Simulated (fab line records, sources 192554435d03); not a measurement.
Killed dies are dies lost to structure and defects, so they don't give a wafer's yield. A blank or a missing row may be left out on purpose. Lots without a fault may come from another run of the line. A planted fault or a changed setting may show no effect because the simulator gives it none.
One fault seen from 3 desks | flow n5_finfet | each desk has only its own numbers; what lay behind them comes last

THE TOOL OWNER'S DESK: litho_track-04
The tool's own readings at N5_BEOL_M15_COAT_58 (time 60 s, resist thk 89 nm): means of the sampled wafers that have a number, for each lot that ran on this tool. A lot is out of limits, marked OUT, if its mean lies more than 4 standard deviations from the usual mean; the brackets give that distance.
Columns: A = dispense_pressure_kPa at N5_BEOL_M15_COAT_58, usual 53 kPa; B = spin_speed_rpm at N5_BEOL_M15_COAT_58, usual 1500.1 rpm
lot  | first seen here | A  | B
L425 | day 12 00:02    | 47 | 1500.4
L428 | day 12 21:55    | 47 | 1361.4 (-99 or more) OUT
L431 | day 13 14:44    | 47 | 1360.9 (-99 or more) OUT
This desk's finding: out of limits on L428, L431; first on L428, day 12 21:55 (spin_speed_rpm at N5_BEOL_M15_COAT_58). In limits: L425.

THE DEFECT DESK
What the inspections along the route counted, lot by lot: means of the sampled wafers that have a number. A lot is out of limits, marked OUT, if its mean lies more than 4 standard deviations from the usual mean; the brackets give that distance.
Columns: A = raw_defect_count at N5_BEOL_M14_INSPECT_55, usual 72; B = raw_defect_count at N5_BEOL_M15_INSPECT_12, usual 2.1
lot  | first seen here | A   | B
L425 | day 11 23:43    | 59  | 2.0
L428 | day 12 21:35    | 71  | 1.3
L431 | day 13 14:18    | 66  | 0.7
L434 | day 14 07:09    | 110 | 2.0
L437 | day 15 08:03    | 104 | 1.0
L439 | day 15 14:38    | 77  | 3.3
This desk's finding: nothing out of limits on any of the 6 lots.

THE METROLOGY DESK
What the gauges read, lot by lot, whatever tool the lot ran on: means of the sampled wafers that have a number. A lot is out of limits, marked OUT, if its mean lies more than 4 standard deviations from the usual mean; the brackets give that distance.
Columns: A = M14_THK at N5_BEOL_M14_THK_MEAS_50, usual 566 nm; B = M14_RS at N5_BEOL_M14_RS_MEAS_54, usual 0.0333 ohm/sq; C = M15_ILD_THK at N5_BEOL_M15_THK_MEAS_01, usual 1630 nm; D = cd_nm at N5_BEOL_M15_CD_MEAS_10, usual 360.8 nm; E = V14_OVL at N5_BEOL_M15_OVL_MEAS_11, usual -1 nm
lot  | first seen here | A   | B      | C    | D     | E
L425 | day 11 23:34    | 570 | 0.0329 | 1630 | 361.6 | 1
L428 | day 12 21:26    | 570 | 0.0335 | 1630 | 360.2 | -7
L431 | day 13 14:07    | 563 | 0.0330 | 1627 | 360.7 | -12
L434 | day 14 06:58    | 564 | 0.0334 | 1620 | 361.0 | 2
L437 | day 15 07:54    | 563 | 0.0336 | 1620 | 361.3 | -6
L439 | day 15 14:29    | 558 | 0.0335 | 1630 | 360.7 | 1
This desk's finding: nothing out of limits on any of the 6 lots.

PUT TOGETHER
The tool owner's desk could have raised an alarm at day 12 21:55, on L428, L431.
The defect desk saw nothing out of limits.
The metrology desk saw nothing out of limits.
The defect desk has L428, L431 on record, within its limits.
The metrology desk has L428, L431 on record, within its limits.
Of the lots named, all ran N5_BEOL_M15_COAT_58 on litho_track-04.

WHAT THE SIMULATOR HAD PUT IN
Process parameter drift: litho_track-04, from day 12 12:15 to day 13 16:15, at N5_BEOL_M15_COAT_58. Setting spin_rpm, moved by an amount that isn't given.
Lots struck among those shown: L428, L431.
Hours from the fault's start to each desk's first reading out of limits: the tool owner's desk, 10.
